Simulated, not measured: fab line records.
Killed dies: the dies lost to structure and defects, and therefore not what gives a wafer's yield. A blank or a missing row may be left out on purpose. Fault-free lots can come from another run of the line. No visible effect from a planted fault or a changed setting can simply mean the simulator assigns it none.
Struck lot and sound lot, side by side + flow nand-harc + 25 out of 1159 route steps
Sound: the wafers L236.2, L236.3, L236.6. Struck: wafers L230.1, L230.2, L230.5. At the end, the cause is stated.
For every step that has rows: the tool of each side, followed by ch and its chambers, followed by its first start. Under that, the readings that differ: sound wafers + struck wafers + difference of the means + sigmas: that difference in standard deviations of wafers without a fault.
alike: readings whose means differ by less than 2 such deviations, and words and numbers that are the same on both sides. not compared: withheld readings, readings that some wafer has no value for, bounds like >300 that may hide the same value, and numbers for which the record gives no deviation and whose values overlap.
The two part at a step that has a row with sigmas, a row that says differs or no value, or rows on one side only. Numbers that have no deviation but don't overlap get no sigmas and don't part them. A reading missing from all wafers of one side parts the sides only when that side holds two or more wafers.

first, 1 step without rows for these wafers: NHARC_P_M1_SRD_25.
NHARC_P_M1_INSPECT_27:
  struck on defect-inspect-02, day 8 14:04; sound on defect-inspect-02, day 9 20:22
  alike: raw-defect-count
NHARC_P_M1_PRE_CLEAN_32: time 12 s.
  sound on pecvd-03 ch 0,1,2, day 9 20:26; struck on pecvd-03 ch 1,2, day 8 14:08
  alike: heater-power-w, susceptor-temp-C
NHARC_P_M1_DEP_33: deposits SiCN, target thk 30 nm.
  sound on pecvd-03 ch 0,1,2, day 9 20:31; struck on pecvd-03 ch 1,2, day 8 14:13
  alike: heater-power-w, susceptor-temp-C
then, 7 steps without rows for these wafers: NHARC_P_M2_DEP_00 (deposits SiOC, target thk 182.5 nm); NHARC_P_M2_DEHYDRATE_01 (time 120 s); NHARC_P_M2_HMDS_02 (time 30 s); NHARC_P_M2_COAT_34 (time 65 s); NHARC_P_M2_COAT_03 (resist thk 90 nm); NHARC_P_M2_SOFTBAKE_04 (time 55 s); NHARC_P_M2_EBR_05.
NHARC_P_M2_EXPOSE_06: exposes mask P M2, target cd 170 nm.
  sound on arfi-scanner-03 ch 0, day 9 21:38; struck on arfi-scanner-01 ch 0, day 8 15:19
| reading              | sound             | struck            | difference | sigmas |
|----------------------|-------------------|-------------------|------------|--------|
| exposure-dose-mJ-cm2 | 80.81 80.69 80.69 | 87.51 87.62 87.63 | +6.86      | +94    |
  alike: mask
then, 2 steps without rows for these wafers: NHARC_P_M2_PEB_07 (peb time 65 s); NHARC_P_M2_DEVELOP_08 (develop time 35 s).
NHARC_P_M2_CD_MEAS_09 targets a cd of 170 nm.
  sound on cd-sem-02 ch 0, day 9 21:46; struck on cd-sem-02 ch 0, day 8 15:27
| reading    | sound             | struck            | difference | sigmas |
|------------|-------------------|-------------------|------------|--------|
| cd-nm (nm) | 169.7 169.8 170.2 | 175.2 174.6 175.0 | +5.0       | +9     |
NHARC_P_M2_OVL_MEAS_10: pitch 340 nm.
  struck on overlay-02, day 8 15:32; sound on overlay-01, day 9 21:51
  alike: overlay-x-nm, overlay-y-nm
NHARC_P_M2_INSPECT_11:
  struck on defect-inspect-01, day 8 15:34; sound on defect-inspect-02, day 9 21:53
  alike: raw-defect-count
NHARC_P_M2_DESCUM_14: chemistry O2, time 3 s.
  sound on rie-diel-04 ch 0,2, day 9 21:57; struck on rie-diel-04 ch 1,3, day 8 15:38
| reading               | sound             | struck            | difference | sigmas |
|-----------------------|-------------------|-------------------|------------|--------|
| model.P_M2.cd-nm (nm) | 169.7 169.9 169.9 | 175.6 175.1 175.5 | +5.6       |        |
  alike: drypump-motor-current-A, oes-product-au, rf-vpp-V, showerhead-plenum-p-Torr, throttle-valve-pct
  not compared: rf-hours-counter-h
NHARC_P_M2_ETCH_35: etches the open film in N2/H2, target depth 40 nm, overetch 12 nm, time 43.94 s.
  sound on rie-diel-04 ch 0,3, day 9 22:02; struck on rie-diel-04 ch 0,3, day 8 15:43
  alike: bias-w, drypump-motor-current-A, oes-product-au, rf-vpp-V, showerhead-plenum-p-Torr, throttle-valve-pct
  not compared: rf-hours-counter-h
NHARC_P_M2_ETCH_15: etches the open film in C4F8/Ar, target depth 182.5 nm, time 91.2 s.
  sound on rie-diel-04 ch 2,3; struck on rie-diel-04 ch 2,3
  alike: bias-w, oes-product-au, rf-vpp-V
  not compared: rf-hours-counter-h
NHARC_P_M2_CD_MEAS_16:
  struck on cd-sem-01, day 8 15:56; sound on cd-sem-03, day 9 22:15
| reading    | sound             | struck            | difference | sigmas |
|------------|-------------------|-------------------|------------|--------|
| cd-nm (nm) | 168.8 169.7 169.6 | 175.0 174.6 175.0 | +5.5       | +10    |
NHARC_P_M2_STRIP_18: strips in N2/H2.
  sound on rie-diel-04 ch 2,3, day 9 22:20; struck on rie-diel-04 ch 0,1,2, day 8 16:01
  alike: drypump-motor-current-A, oes-product-au, rf-vpp-V, showerhead-plenum-p-Torr, throttle-valve-pct
  not compared: rf-hours-counter-h
NHARC_P_M2_ETCH_28: etches the open film in CF4/N2, target depth 30 nm, time 72.99 s.
  sound on rie-diel-04 ch 0,1,3; struck on rie-diel-04 ch 0,2
| reading               | sound             | struck            | difference | sigmas |
|-----------------------|-------------------|-------------------|------------|--------|
| model.P_M2.cd-nm (nm) | 169.2 169.3 169.1 | 174.9 175.2 174.6 | +5.7       |        |
  alike: bias-w, drypump-motor-current-A, oes-product-au, rf-vpp-V, showerhead-plenum-p-Torr, throttle-valve-pct
  not compared: rf-hours-counter-h
then, 1 step without rows for these wafers: NHARC_P_M2_STRIP_19 (strips in post etch residue remover, time 600 s).
-- jump in the record: it breaks off in module P_M2 and resumes in module END (first step shown: number 1159 of the route), and 13 days separate the struck wafers' starts before and after --
NHARC_END_SORT_01:
  sound on prober-01 ch 0, day 22 12:45; struck on prober-02 ch 0, day 21 16:50
| reading                  | sound          | struck         | difference | sigmas |
|--------------------------|----------------|----------------|------------|--------|
| defect-limited-yield (%) | 93.2 95.7 94.5 | 97.9 97.5 97.6 | +3.2       | +2     |
| killed-at-array          | 43 28 35       | 11 15 14       | -22        | -2     |
| sort-rim-yield-pct (%)   | 91.5 94.3 89.6 | 97.2 98.1 99.1 | +6.3       | +2     |
| sort-yield-pct (%)       | 93.2 95.7 94.5 | 97.9 97.5 97.6 | +3.2       | +2     |
  alike: killed-at-other, killed-at-periphery, killed-dies, killed-open, killed-short, sort_bin_2_pct, sort_bin_3_pct, sort_bin_4_pct, sort-n-pass

WHERE THEY PART
First at NHARC_P_M2_EXPOSE_06; last, within this record, at NHARC_END_SORT_01.

WHY: what had been put in by the simulator
Process parameter drift: arfi-scanner-01, from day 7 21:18 on, at NHARC_P_M2_EXPOSE_06. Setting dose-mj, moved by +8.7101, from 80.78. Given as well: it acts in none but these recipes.
